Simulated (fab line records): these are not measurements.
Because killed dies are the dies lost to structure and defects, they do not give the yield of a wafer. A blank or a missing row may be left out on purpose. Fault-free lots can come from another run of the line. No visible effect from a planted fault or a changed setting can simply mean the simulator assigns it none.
Split-lot experiment || flow n5Finfet || 21 wafers read from 7 lots, route of 1938 steps

THE SPLIT ITSELF
At N5_MIM_TOP_SPUTTER_03 (material TiN, target thk 35 nm, time 89.7 s), the setting powerW was moved away from the recipe's 3000 W on 8 of the 21 wafers read, by +7.4% to +15.4%. All remaining wafers had this setting at the recipe value.

The reading is taken at the split's own step.

THE READING
TiN_of_MIM_TOP_SPUTTER_03.thkNm (the simulator's own value, which no gauge read), in nm, at N5_MIM_TOP_SPUTTER_03 (material TiN, target thk 35 nm, time 89.7 s). There is no usual value for it anywhere in the file. Average 34.6 nm, standard deviation 0.27 nm, over the 13 wafers here run with the recipe.

{"wafer": "L074.1", "tool, chamber at the split": "pvdSputter-01, -", "powerW as run, W": 3221, "against the recipe": "+7.4%", "TiN_of_MIM_TOP_SPUTTER_03.thkNm, nm": 37, "against lot-mates on the recipe": "+2.6"}
{"wafer": "L074.3", "tool, chamber at the split": "pvdSputter-01, -", "powerW as run, W": 3000, "against the recipe": "recipe", "TiN_of_MIM_TOP_SPUTTER_03.thkNm, nm": 34.4, "against lot-mates on the recipe": "-"}
{"wafer": "L074.4", "tool, chamber at the split": "pvdSputter-01, -", "powerW as run, W": 3000, "against the recipe": "recipe", "TiN_of_MIM_TOP_SPUTTER_03.thkNm, nm": 34.4, "against lot-mates on the recipe": "-"}
{"wafer": "L076.1", "tool, chamber at the split": "pvdSputter-03, -", "powerW as run, W": 3000, "against the recipe": "recipe", "TiN_of_MIM_TOP_SPUTTER_03.thkNm, nm": 35.2, "against lot-mates on the recipe": "-"}
{"wafer": "L076.3", "tool, chamber at the split": "pvdSputter-03, -", "powerW as run, W": 3000, "against the recipe": "recipe", "TiN_of_MIM_TOP_SPUTTER_03.thkNm, nm": 34.6, "against lot-mates on the recipe": "-"}
{"wafer": "L076.6", "tool, chamber at the split": "pvdSputter-03, -", "powerW as run, W": 3000, "against the recipe": "recipe", "TiN_of_MIM_TOP_SPUTTER_03.thkNm, nm": 34.8, "against lot-mates on the recipe": "-"}
{"wafer": "L077.1", "tool, chamber at the split": "pvdSputter-01, -", "powerW as run, W": 3333, "against the recipe": "+11.1%", "TiN_of_MIM_TOP_SPUTTER_03.thkNm, nm": 38.4, "against lot-mates on the recipe": "+3.6"}
{"wafer": "L077.4", "tool, chamber at the split": "pvdSputter-01, -", "powerW as run, W": 3333, "against the recipe": "+11.1%", "TiN_of_MIM_TOP_SPUTTER_03.thkNm, nm": 38.6, "against lot-mates on the recipe": "+3.8"}
{"wafer": "L077.5", "tool, chamber at the split": "pvdSputter-01, -", "powerW as run, W": 3000, "against the recipe": "recipe", "TiN_of_MIM_TOP_SPUTTER_03.thkNm, nm": 34.8, "against lot-mates on the recipe": "-"}
{"wafer": "L086.1", "tool, chamber at the split": "pvdSputter-01, -", "powerW as run, W": 3461, "against the recipe": "+15.4%", "TiN_of_MIM_TOP_SPUTTER_03.thkNm, nm": 40.4, "against lot-mates on the recipe": "no lot-mate on the recipe"}
{"wafer": "L086.5", "tool, chamber at the split": "pvdSputter-01, -", "powerW as run, W": 3461, "against the recipe": "+15.4%", "TiN_of_MIM_TOP_SPUTTER_03.thkNm, nm": 40.2, "against lot-mates on the recipe": "no lot-mate on the recipe"}
{"wafer": "L086.6", "tool, chamber at the split": "pvdSputter-01, -", "powerW as run, W": 3461, "against the recipe": "+15.4%", "TiN_of_MIM_TOP_SPUTTER_03.thkNm, nm": 40.6, "against lot-mates on the recipe": "no lot-mate on the recipe"}
{"wafer": "L088.1", "tool, chamber at the split": "pvdSputter-03, -", "powerW as run, W": 3000, "against the recipe": "recipe", "TiN_of_MIM_TOP_SPUTTER_03.thkNm, nm": 34.4, "against lot-mates on the recipe": "-"}
{"wafer": "L088.3", "tool, chamber at the split": "pvdSputter-03, -", "powerW as run, W": 3000, "against the recipe": "recipe", "TiN_of_MIM_TOP_SPUTTER_03.thkNm, nm": 34.6, "against lot-mates on the recipe": "-"}
{"wafer": "L088.6", "tool, chamber at the split": "pvdSputter-03, -", "powerW as run, W": 3000, "against the recipe": "recipe", "TiN_of_MIM_TOP_SPUTTER_03.thkNm, nm": 34.6, "against lot-mates on the recipe": "-"}
{"wafer": "L094.1", "tool, chamber at the split": "pvdSputter-02, -", "powerW as run, W": 3000, "against the recipe": "recipe", "TiN_of_MIM_TOP_SPUTTER_03.thkNm, nm": 34.2, "against lot-mates on the recipe": "-"}
{"wafer": "L094.5", "tool, chamber at the split": "pvdSputter-02, -", "powerW as run, W": 3000, "against the recipe": "recipe", "TiN_of_MIM_TOP_SPUTTER_03.thkNm, nm": 34.2, "against lot-mates on the recipe": "-"}
{"wafer": "L094.4", "tool, chamber at the split": "pvdSputter-02, -", "powerW as run, W": 3000, "against the recipe": "recipe", "TiN_of_MIM_TOP_SPUTTER_03.thkNm, nm": 34.8, "against lot-mates on the recipe": "-"}
{"wafer": "L096.1", "tool, chamber at the split": "pvdSputter-01, -", "powerW as run, W": 3000, "against the recipe": "recipe", "TiN_of_MIM_TOP_SPUTTER_03.thkNm, nm": 34.6, "against lot-mates on the recipe": "-"}
{"wafer": "L096.3", "tool, chamber at the split": "pvdSputter-01, -", "powerW as run, W": 3417, "against the recipe": "+13.9%", "TiN_of_MIM_TOP_SPUTTER_03.thkNm, nm": 39.4, "against lot-mates on the recipe": "+4.8"}
{"wafer": "L096.6", "tool, chamber at the split": "pvdSputter-01, -", "powerW as run, W": 3417, "against the recipe": "+13.9%", "TiN_of_MIM_TOP_SPUTTER_03.thkNm, nm": 39.4, "against lot-mates on the recipe": "+4.8"}

THE FIT
A straight line over all 21 wafers: TiN_of_MIM_TOP_SPUTTER_03.thkNm changes by +0.364 nm for each +1% of powerW; r = +0.99; the points scatter about the line by 0.27 nm.
The same after taking each lot's own level away (the mean of its wafers on the recipe; 18 wafers): +0.342 nm for each +1%; r = +1.00; scatter 0.18 nm.
The reading moves by 5.2 nm for the largest change in powerW, on that fit.
The span of the lots' own levels, 34.40 to 34.87 nm, comes to 1.8 times the standard deviation stated above.
Consequently the slope shifts little with the lot-to-lot level, the two slopes agreeing.
Check: with one of the wafers moved furthest among these (+13.9%) left out of the fit, the line predicts +4.73 nm for it against its lot-mates. Against them it came out at +4.8 nm.

THE OTHER SPLITS THESE WAFERS WENT THROUGH
These wafers also went through other splits before the reading. Each is held against what the fit with the lots' levels taken away leaves over:
{"other split on the same wafers": "N5_BEOL_M13_COAT_58 spinRpm", "wafers away from the commonest value": 5, "r with TiN_of_MIM_TOP_SPUTTER_03.thkNm (lot level and that fit taken away)": "+0.03"}
{"other split on the same wafers": "N5_BEOL_M14_EXPOSE_25 doseMj", "wafers away from the commonest value": 6, "r with TiN_of_MIM_TOP_SPUTTER_03.thkNm (lot level and that fit taken away)": -0.29}
{"other split on the same wafers": "N5_BEOL_M14_PEB_26 pebTempC", "wafers away from the commonest value": 5, "r with TiN_of_MIM_TOP_SPUTTER_03.thkNm (lot level and that fit taken away)": -0.14}
{"other split on the same wafers": "N5_BEOL_M15_TRENCH_ETCH_34 biasW", "wafers away from the commonest value": 9, "r with TiN_of_MIM_TOP_SPUTTER_03.thkNm (lot level and that fit taken away)": -0.23}
{"other split on the same wafers": "N5_BEOL_M15_SPUTTER_44 powerW", "wafers away from the commonest value": 7, "r with TiN_of_MIM_TOP_SPUTTER_03.thkNm (lot level and that fit taken away)": -0.26}

FILE'S OWN FIT
TiN_of_MIM_TOP_SPUTTER_03.thkNm changes by +0.342 nm for each +1% of powerW, r = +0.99.
